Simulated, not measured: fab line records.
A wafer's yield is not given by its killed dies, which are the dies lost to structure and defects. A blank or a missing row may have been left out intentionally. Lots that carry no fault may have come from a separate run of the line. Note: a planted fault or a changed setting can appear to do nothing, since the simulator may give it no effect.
fab line records    flow n5Finfet
record lots=7  wafers=39
route steps=1938 shown PMOS_HMC_CHANNEL_EPI@57 FIN_SAQP@130 SD_EPI_N@273 BEOL_M0_SAQP@638 BEOL_M5@1116
startH: hours from the record's first day to the start of the lot's first wafer shown    waitH: how many hours have passed since the lot's step before this one    " identical to the entry in the row above    L1.1+2: a single row standing in for several wafers    - either no value or no given start    * or withheld: withheld    < > ~ a bound
route shown NAME@n: names a module that has steps shown in the file, with the first one's number in the route    usual: mean and standard deviation over wafers with no fault    same: alike in all rows    chamber/n: place in a boat    sites: per-site readings    _std_site: standard deviation across them    _edge_site: the outer-site mean with the inner-site mean subtracted    radiusMm: how far each site lies from the wafer's centre    mask NAME#n: copy n    behind: the last tool/chamber to shape the wafer    hold: cause of the lot's hold/its duration in hours/its outcome    device: whichever transistor did not switch (one of n, p or np)    end of line: the tests these same wafers got at the end of their route    step lacking rows: just its recipe    killed: count of dies lost to structure and defects at first sort (not the wafer's yield)    map: per-die view of a wafer (x killed, . not killed, _ where there is no die)
set.NAME: the setting the step ran with; set.NAME@STEP: the setting that earlier step ran with    model.NAME: the simulator's own value behind a step, which no gauge read
lots run with intentionally changed settings; tables by step, rows by wafer
## steps
# step N5_PMOS_HMC_CHANNEL_EPI_HM_DEP_34
# recipe material=SiO2  targetThkA=360  tempC=400  precursor=TEOS/O2  pressureTorr=6.5  rfW=900  teosFlowSccm=161.4  gas=O2  flowSccm=2650  timeS=6.9
lot.wafer  tool      chamber  startH  waitH  set.targetThkA  model.SiO2_of_PMOS_HMC_CHANNEL_EPI_HM_DEP_34.thkNm
L074.1     pecvd-04  2        17.03   0.0    360             35.41
L074.2     "         1        "       "      360             35.26
L074.3     "         0        "       "      360             35.06
L074.4     "         2        "       "      360             36.11
L074.5     "         0        "       "      360             36.14
L074.6     "         1        "       "      360             35.43
L076.1     pecvd-03  2        28.85   0.0    360             35.5
L076.3     "         0        "       "      360             35.58
L076.4     "         2        "       "      360             36.34
L077.1     pecvd-03  1        34.84   0.0    543.8           54.1
L077.2     "         0        "       "      360             35.47
L077.3     "         2        "       "      360             35.95
L077.4     "         0        "       "      543.8           54.57
L077.5     "         2        "       "      543.8           55.27
L077.6     "         1        "       "      360             36.53
L084.1     pecvd-04  2        76.71   0.0    551.6           54.5
L084.2     "         0        "       "      360             35.05
L084.3     "         1        "       "      551.6           54.28
L084.4     "         1        "       "      360             36.31
L084.5     "         2        "       "      551.6           55.57
L084.6     "         0        "       "      360             35.53
L086.1     pecvd-04  1        88.70   0.0    360             35.22
L086.2     "         0        "       "      244             23.32
L086.3     "         2        "       "      360             35.75
L086.4     "         1        "       "      244             24.12
L086.5     "         0        "       "      360             35.64
L086.6     "         2        "       "      244             23.56
L088.1     pecvd-02  0        101.35  0.0    428.8           42.9
L088.2     "         2        "       "      360             35.77
L088.3     "         1        "       "      428.8           42.84
L088.4     "         0        "       "      360             36.25
L088.5     "         1        "       "      428.8           43.42
L088.6     "         2        "       "      360             36.35
L091.1     pecvd-04  0        118.79  0.0    360             36.13
L091.2     "         1        "       "      360             36.11
L091.3     "         2        "       "      267.9           26.71
L091.4     "         0        "       "      267.9           27.08
L091.5     "         2        "       "      267.9           27.04
L091.6     "         1        "       "      360             36.58
# step N5_FIN_SAQP_ETCH_65
# recipe chemistry=CF4  target=SiO2  targetDepthA=40  ionEnergyEv=350  timeS=4.4  pressureMtorr=10  icpW=800  biasW=400  cf4FlowSccm=80
lot.wafer  tool      chamber  startH  waitH  set.timeS  model.etch.depthNm
L074.1     rieSi-03  1        25.79   0.1    2.997      2.717
L074.2     "         0        "       "      4.4        4.07
L074.3     "         3        "       "      2.997      2.789
L074.4     "         2        "       "      4.4        4.14
L074.5     "         2        "       "      4.4        4.154
L074.6     "         1        "       "      2.997      2.701
L076.1     rieSi-01  2        38.08   0.1    4.4        3.953
L076.3     "         1        "       "      4.4        3.819
L076.4     "         0        "       "      4.4        4.027
L077.1     rieSi-01  1        43.83   0.1    4.4        3.857
L077.2     "         2        "       "      4.4        3.954
L077.3     "         3        "       "      4.4        3.83
L077.4     "         0        "       "      4.4        4.113
L077.5     "         0        "       "      4.4        4.054
L077.6     "         1        "       "      4.4        3.884
L084.1     rieSi-01  2        84.46   0.1    6.341      5.776
L084.2     "         3        "       "      6.341      5.534
L084.3     "         1        "       "      6.341      5.627
L084.4     "         0        "       "      4.4        4.063
L084.5     "         0        "       "      4.4        4.077
L084.6     "         3        "       "      4.4        3.818
L086.1     rieSi-01  1        98.36   0.1    4.4        3.872
L086.2     "         0        "       "      4.4        4.086
L086.3     "         3        "       "      4.4        3.779
L086.4     "         2        "       "      2.754      2.51
L086.5     "         1        "       "      2.754      2.434
L086.6     "         0        "       "      2.754      2.542
L088.1     rieSi-03  3        109.46  0.1    3.576      3.295
L088.2     "         1        "       "      4.4        3.935
L088.3     "         2        "       "      4.4        4.117
L088.4     "         0        "       "      4.4        4.026
L088.5     "         2        "       "      3.576      3.359
L088.6     "         3        "       "      3.576      3.311
L091.1     rieSi-01  0        125.93  0.1    5.554      5.147
L091.2     "         3        "       "      4.4        3.842
L091.3     "         2        "       "      4.4        4.049
L091.4     "         1        "       "      5.554      4.911
L091.5     "         3        "       "      5.554      4.823
L091.6     "         0        "       "      4.4        4.081
# step N5_SD_EPI_N_DESCUM_14
# recipe chemistry=O2  timeS=7.9  sourcePowerW=50  biasPowerW=20  pressureMtorr=20  rfFrequencyHz=2.712e+07  tempC=40  resist=CAR-ArF-block  o2FlowSccm=225
lot.wafer   tool        chamber  startH  waitH  set.timeS  model.CAR-ArF-block_of_SD_EPI_N_COAT_03.thkNm
L074.1      rieDiel-04  0        51.91   0.8    9.785      143.4
L074.2+5    "           1,3      "       "      9.785      143.2
L074.3      "           3        "       "      7.9        143.6
L074.4      "           2        "       "      7.9        144.6
L074.6      "           2        "       "      7.9        144
L076.1      rieDiel-03  2        64.66   1.8    7.9        143.4
L076.3      "           3        "       "      7.9        142.8
L076.4      "           1        "       "      7.9        143
L077.1      rieDiel-04  2        69.78   2.2    7.9        142.8
L077.2+5    "           1,3      "       "      7.9        142.4
L077.3      "           0        "       "      12.13      140.2
L077.4+6    "           3,0      "       "      12.13      139.8
L084.1      rieDiel-04  2        113.11  0.3    9.88       142.6
L084.2      "           0        "       "      7.9        143.8
L084.3+6    "           1,0      "       "      7.9        143.4
L084.4      "           3        "       "      9.88       142.2
L084.5      "           1        "       "      9.88       142.4
L086.1      rieDiel-04  3        125.16  0.0    7.9        143.8
L086.2+3+6  "           2,1,0    "       "      7.9        144
L086.4+5    "           0,1      "       "      7.9        143.4
L088.1      rieDiel-01  0        135.33  0.1    10.26      142.2
L088.2+5    "           1        "       "      7.9        143.6
L088.3      "           2        "       "      7.9        144.4
L088.4      "           2        "       "      10.26      142.4
L088.6      "           0        "       "      10.26      142.8
L091.1+2+6  rieDiel-01  0,3,3    151.88  0.0    7.9        143.8
L091.3      "           2        "       "      7.9        143
L091.4+5    "           2,0      "       "      7.9        143.4
# step N5_BEOL_M0_SAQP_PECVD_04
# recipe material=a-Si  targetThkA=600  tempC=350  precursor=SiH4/He  pressureTorr=3  rfW=100  timeS=60.2
lot.wafer  tool      chamber  startH  waitH  set.timeS  model.a-Si_of_BEOL_M0_SAQP_PECVD_04.thkNm
L074.1     pecvd-04  1        112.19  0.0    43.8       42.4
L074.2     "         2        "       "      60.2       58.6
L074.3     "         0        "       "      43.8       42.8
L074.4     "         2        "       "      60.2       60.8
L074.5     "         0        "       "      43.8       44.4
L074.6     "         1        "       "      60.2       60.2
L076.1     pecvd-01  1        120.99  0.0    60.2       58.6
L076.3     "         0        "       "      60.2       58
L076.4     "         2        "       "      60.2       60.4
L077.1+3   pecvd-04  0,2      126.12  0.0    60.2       60.2
L077.2+5   "         1        "       "      33.61      33.8
L077.4     "         0        "       "      33.61      35.6
L077.6     "         2        "       "      60.2       60.8
L084.1     pecvd-03  1        171.13  0.0    60.2       58.8
L084.2     "         2        "       "      60.2       58.4
L084.3+5   "         0        "       "      60.2       59.2
L084.4     "         1        "       "      60.2       60
L084.6     "         2        "       "      60.2       60.6
L086.1+5   pecvd-01  1,2      183.01  0.0    28.21      29
L086.2     "         2        "       "      28.21      29.2
L086.3     "         0        "       "      60.2       59.2
L086.4     "         1        "       "      60.2       61
L086.6     "         0        "       "      60.2       60.6
L088.1+4   pecvd-04  0,2      198.33  0.0    60.2       59.8
L088.2     "         1        "       "      79.5       78
L088.3     "         2        "       "      79.5       77.4
L088.5     "         1        "       "      60.2       59.4
L088.6     "         0        "       "      79.5       79.2
L091.1     pecvd-03  2        213.58  0.0    60.2       60.6
L091.2     "         1        "       "      33.72      33.6
L091.3     "         0        "       "      33.72      34.2
L091.4     "         2        "       "      33.72      35.8
L091.5     "         1        "       "      60.2       61.2
L091.6     "         0        "       "      60.2       61.8
# step N5_BEOL_M0_SAQP_THK_MEAS_05
# usual thkNm=59.9/0.91
lot.wafer  tool          chamber  startH  waitH  set.timeS@BEOL_M0_SAQP_PECVD_04  thkNm
L074.1     filmMetro-01  -        112.28  0.1    43.8                             42.4
L074.2     "             -        "       "      60.2                             58.6
L074.3     "             -        "       "      43.8                             42.9
L074.4     "             -        "       "      60.2                             60.8
L074.5     "             -        "       "      43.8                             44.4
L074.6     "             -        "       "      60.2                             60.2
L076.1     filmMetro-01  -        121.08  0.1    60.2                             58.6
L076.3     "             -        "       "      60.2                             58.1
L076.4     "             -        "       "      60.2                             60.4
L077.1     filmMetro-01  -        126.22  0.1    60.2                             60.2
L077.2     "             -        "       "      33.61                            33.8
L077.3     "             -        "       "      60.2                             60.2
L077.4     "             -        "       "      33.61                            35.6
L077.5     "             -        "       "      33.61                            33.8
L077.6     "             -        "       "      60.2                             60.8
L084.1     filmMetro-01  -        171.23  0.1    60.2                             58.9
L084.2     "             -        "       "      60.2                             58.3
L084.3     "             -        "       "      60.2                             59.1
L084.4     "             -        "       "      60.2                             60.0
L084.5     "             -        "       "      60.2                             59.3
L084.6     "             -        "       "      60.2                             60.6
L086.1     filmMetro-01  -        183.11  0.1    28.21                            29.0
L086.2     "             -        "       "      28.21                            29.2
L086.3     "             -        "       "      60.2                             59.3
L086.4     "             -        "       "      60.2                             61.0
L086.5     "             -        "       "      28.21                            28.9
L086.6     "             -        "       "      60.2                             60.7
L088.1     filmMetro-01  -        198.42  0.1    60.2                             59.7
L088.2     "             -        "       "      79.5                             78.0
L088.3     "             -        "       "      79.5                             77.5
L088.4     "             -        "       "      60.2                             59.8
L088.5     "             -        "       "      60.2                             59.5
L088.6     "             -        "       "      79.5                             79.1
L091.1     filmMetro-01  -        213.68  0.1    60.2                             60.6
L091.2     "             -        "       "      33.72                            33.7
L091.3     "             -        "       "      33.72                            34.1
L091.4     "             -        "       "      33.72                            35.7
L091.5     "             -        "       "      60.2                             61.1
L091.6     "             -        "       "      60.2                             61.8
# step N5_BEOL_M0_SAQP_HM_DEP_111
# recipe material=SiO2  targetThkA=120  tempC=400  precursor=SiH4/N2O  pressureTorr=0.75  rfW=275  timeS=7.2
# step N5_BEOL_M0_SAQP_COAT_81
# recipe resist=SOC  tempC=250  timeS=60  spinRpm=1500  resistThkNm=100
# step N5_BEOL_M0_SAQP_HM_OPEN_112
# recipe chemistry=CHF3/O2  target=SiO2  stopOn=a-Si  targetDepthA=120  overEtchFrac=1.25  maskMaterial=SOC  timeS=13.5  pressureMtorr=30  sourceW=650  biasW=170  Ar_flow_sccm=200  CHF3_flow_sccm=50  O2_flow_sccm=5  ionEnergyEv=200  ends=endPoint
# step N5_BEOL_M0_SAQP_STRIP_113
# recipe chemistry=CHF3/O2  resist=SiARC  rfFrequencyHz=6e+07
# step N5_BEOL_M0_SAQP_MANDREL_ETCH_20
# recipe targetDepthA=600  chemistry=HBr/Cl2  target=a-Si  stopOn=SiNx  btTimeS=10  maskMaterial=SOC  overEtchFrac=0.5  timeS=30  pressureMtorr=10  icpW=800  biasW=75  HBr_flow_sccm=150  Cl2_flow_sccm=80  ends=endPoint
# usual oesProductAu=0.778/0.01
lot.wafer  tool      chamber  startH  waitH  set.timeS@BEOL_M0_SAQP_PECVD_04  oesProductAu  model.etch.depthNm
L074.1     rieSi-04  2        113.12  0.0    43.8                             0.649         42.42
L074.2     "         1        "       "      60.2                             0.770         58.56
L074.3     "         3        "       "      43.8                             0.657         42.89
L074.4     "         0        "       "      60.2                             0.792         60.66
L074.5     "         2        "       "      43.8                             0.658         44.44
L074.6     "         1        "       "      60.2                             0.776         60.12
L076.1     rieSi-06  3        121.96  0.0    60.2                             0.766         58.55
L076.3     "         0        "       "      60.2                             0.760         57.98
L076.4     "         3        "       "      60.2                             0.779         60.48
L077.1     rieSi-05  2        127.40  0.0    60.2                             0.781         60.11
L077.2     "         1        "       "      33.61                            0.583         33.8
L077.3     "         0        "       "      60.2                             0.767         60.1
L077.4     "         0        "       "      33.61                            0.599         35.54
L077.5     "         1        "       "      33.61                            0.579         33.79
L077.6     "         2        "       "      60.2                             0.792         60.86
L084.1     rieSi-06  1        172.34  0.0    60.2                             0.759         58.86
L084.2     "         3        "       "      60.2                             0.767         58.33
L084.3     "         2        "       "      60.2                             0.774         59.05
L084.4     "         0        "       "      60.2                             0.778         60.06
L084.5     "         0        "       "      60.2                             0.782         59.22
L084.6     "         3        "       "      60.2                             0.780         60.57
L086.1     rieSi-04  0        183.96  0.0    28.21                            0.552         29
L086.2     "         3        "       "      28.21                            0.541         29.18
L086.3     "         1        "       "      60.2                             0.775         59.25
L086.4     "         2        "       "      60.2                             0.793         61.03
L086.5     "         0        "       "      28.21                            0.559         28.95
L086.6     "         1        "       "      60.2                             0.783         60.64
L088.1     rieSi-05  3        199.60  0.0    60.2                             0.761         59.66
L088.2     "         1        "       "      79.5                             0.912         77.99
L088.3     "         2        "       "      79.5                             0.915         77.45
L088.4     "         0        "       "      60.2                             0.765         59.76
L088.5     "         1        "       "      60.2                             0.773         59.5
L088.6     "         2        "       "      79.5                             0.935         79.1
L091.1     rieSi-05  1        215.01  0.0    60.2                             0.778         60.59
L091.2     "         3        "       "      33.72                            0.565         33.68
L091.3     "         2        "       "      33.72                            0.586         34.08
L091.4     "         3        "       "      33.72                            0.579         35.72
L091.5     "         1        "       "      60.2                             0.793         61.04
L091.6     "         2        "       "      60.2                             0.798         61.74
# step N5_BEOL_M5_HM_DEP_02
# recipe material=TiN  targetThkA=200  tempC=25  chamberPressurePa=0.49996
lot.wafer     tool           chamber  startH  waitH  set.targetThkA  model.TiN_of_BEOL_M5_HM_DEP_02.thkNm
L074.1+2+3+6  pvdSputter-02  -        171.38  1.0    200             19.8
L074.4+5      "              -        "       "      200             20
L076.1        pvdSputter-03  -        176.92  1.8    200             20.2
L076.3+4      "              -        "       "      200             19.8
L077.1+4+6    pvdSputter-03  -        194.19  1.9    200             19.6
L077.2+3+5    "              -        "       "      158.1           15.6
L084.1        pvdSputter-01  -        235.70  2.2    200             20.2
L084.2        "              -        "       "      200             19.8
L084.3+4+6    "              -        "       "      167.4           16.8
L084.5        "              -        "       "      200             20
L086.1        pvdSputter-01  -        252.07  0.7    200             20
L086.2        "              -        "       "      200             20.2
L086.3+4+5+6  "              -        "       "      200             19.8
L088.1+3+5+6  pvdSputter-03  -        262.88  0.5    200             19.8
L088.2        "              -        "       "      200             20
L088.4        "              -        "       "      200             20.2
L091.1+6      pvdSputter-01  -        285.46  0.6    86.94           8.8
L091.2+5      "              -        "       "      200             20.2
L091.3        "              -        "       "      200             19.8
L091.4        "              -        "       "      86.94           9
# step N5_BEOL_M5_COAT_59
# recipe resist=SOC  tempC=250  timeS=60  spinRpm=1500  resistThkNm=60
# step N5_BEOL_M5_COAT_60
# recipe resist=SiARC  tempC=220  timeS=60  spinRpm=1500  resistThkNm=12
# step N5_BEOL_M5_STRIP_73
# recipe chemistry=N2/H2  tempC=40  n2FlowSccm=200  h2FlowSccm=200  rfFrequencyHz=6e+07
# step N5_BEOL_M5_STRIP_64
# recipe chemistry=CF4  resist=SiARC  powerW=300  biasPowerW=75  pressureMtorr=50  cf4FlowSccm=150  rfFrequencyHz=6e+07
# step N5_BEOL_M5_HM_OPEN_17
# recipe chemistry=Cl2/BCl3  targetDepthA=200  overetchA=60  target=TiN  maskMaterial=SOC  ionEnergyEv=150  pressureMtorr=10  icpW=1000  biasW=126  Cl2_flow_sccm=53.25  bcl3FlowSccm=21.75  Ar_flow_sccm=25
lot.wafer  tool         chamber  startH  waitH  set.targetThkA@BEOL_M5_HM_DEP_02  model.etch.depthNm
L074.1     rieMetal-02  0        172.51  0.0    200                               19.9
L074.2     "            1        "       "      200                               19.77
L074.3     "            0        "       "      200                               19.88
L074.4     "            1        "       "      200                               19.96
L074.5     "            0        "       "      200                               19.97
L074.6     "            1        "       "      200                               19.78
L076.1     rieMetal-02  1        177.71  0.0    200                               20.25
L076.3     "            1        "       "      200                               19.85
L076.4     "            0        "       "      200                               19.76
L077.1     rieMetal-03  0        195.08  0.0    200                               19.65
L077.2     "            1        "       "      158.1                             15.63
L077.3     "            1        "       "      158.1                             15.61
L077.4     "            0        "       "      200                               19.63
L077.5     "            1        "       "      158.1                             15.55
L077.6     "            0        "       "      200                               19.62
L084.1     rieMetal-03  0        236.59  0.0    200                               20.14
L084.2     "            1        "       "      200                               19.79
L084.3+6   "            0,1      "       "      167.4                             16.75
L084.4     "            1        "       "      167.4                             16.82
L084.5     "            0        "       "      200                               20.04
L086.1     rieMetal-02  1        252.83  0.0    200                               19.97
L086.2     "            0        "       "      200                               20.12
L086.3     "            1        "       "      200                               19.8
L086.4+5   "            0        "       "      200                               19.84
L086.6     "            1        "       "      200                               19.89
L088.1     rieMetal-02  0        263.77  0.0    200                               19.75
L088.2     "            1        "       "      200                               20.09
L088.3     "            1        "       "      200                               19.87
L088.4     "            0        "       "      200                               20.14
L088.5     "            0        "       "      200                               19.73
L088.6     "            1        "       "      200                               19.81
L091.1     rieMetal-01  0        286.35  0.0    86.94                             8.778
L091.2     "            1        "       "      200                               20.26
L091.3     "            0        "       "      200                               19.8
L091.4     "            1        "       "      86.94                             9.023
L091.5     "            0        "       "      200                               20.14
L091.6     "            1        "       "      86.94                             8.777
## key
split step=N5_PMOS_HMC_CHANNEL_EPI_HM_DEP_34  setting=targetThkA  stated=360  by=wafer
response step=N5_PMOS_HMC_CHANNEL_EPI_HM_DEP_34  reading=model.SiO2_of_PMOS_HMC_CHANNEL_EPI_HM_DEP_34.thkNm  change=+0.364  per=1%  r=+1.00
split step=N5_FIN_SAQP_ETCH_65  setting=timeS  stated=4.4  by=wafer
response step=N5_FIN_SAQP_ETCH_65  reading=model.etch.depthNm  change=+0.0387  per=1%  r=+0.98
split step=N5_SD_EPI_N_DESCUM_14  setting=timeS  stated=7.9  by=wafer
response step=N5_SD_EPI_N_DESCUM_14  reading=model.CAR-ArF-block_of_SD_EPI_N_COAT_03.thkNm  change=-0.0461  per=1%  r=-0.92
split step=N5_BEOL_M0_SAQP_PECVD_04  setting=timeS  stated=60.2  by=wafer
response step=N5_BEOL_M0_SAQP_PECVD_04  reading=model.a-Si_of_BEOL_M0_SAQP_PECVD_04.thkNm  change=+0.593  per=1%  r=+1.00
response step=N5_BEOL_M0_SAQP_THK_MEAS_05  reading=thkNm  change=*  per=1%  r=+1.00
response step=N5_BEOL_M0_SAQP_MANDREL_ETCH_20  reading=oesProductAu  change=+0.00455  per=1%  r=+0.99
response step=N5_BEOL_M0_SAQP_MANDREL_ETCH_20  reading=model.etch.depthNm  change=+0.593  per=1%  r=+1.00
split step=N5_BEOL_M5_HM_DEP_02  setting=targetThkA  stated=200  by=wafer
response step=N5_BEOL_M5_HM_DEP_02  reading=model.TiN_of_BEOL_M5_HM_DEP_02.thkNm  change=+0.197  per=1%  r=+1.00
response step=N5_BEOL_M5_HM_OPEN_17  reading=model.etch.depthNm  change=+0.198  per=1%  r=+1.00
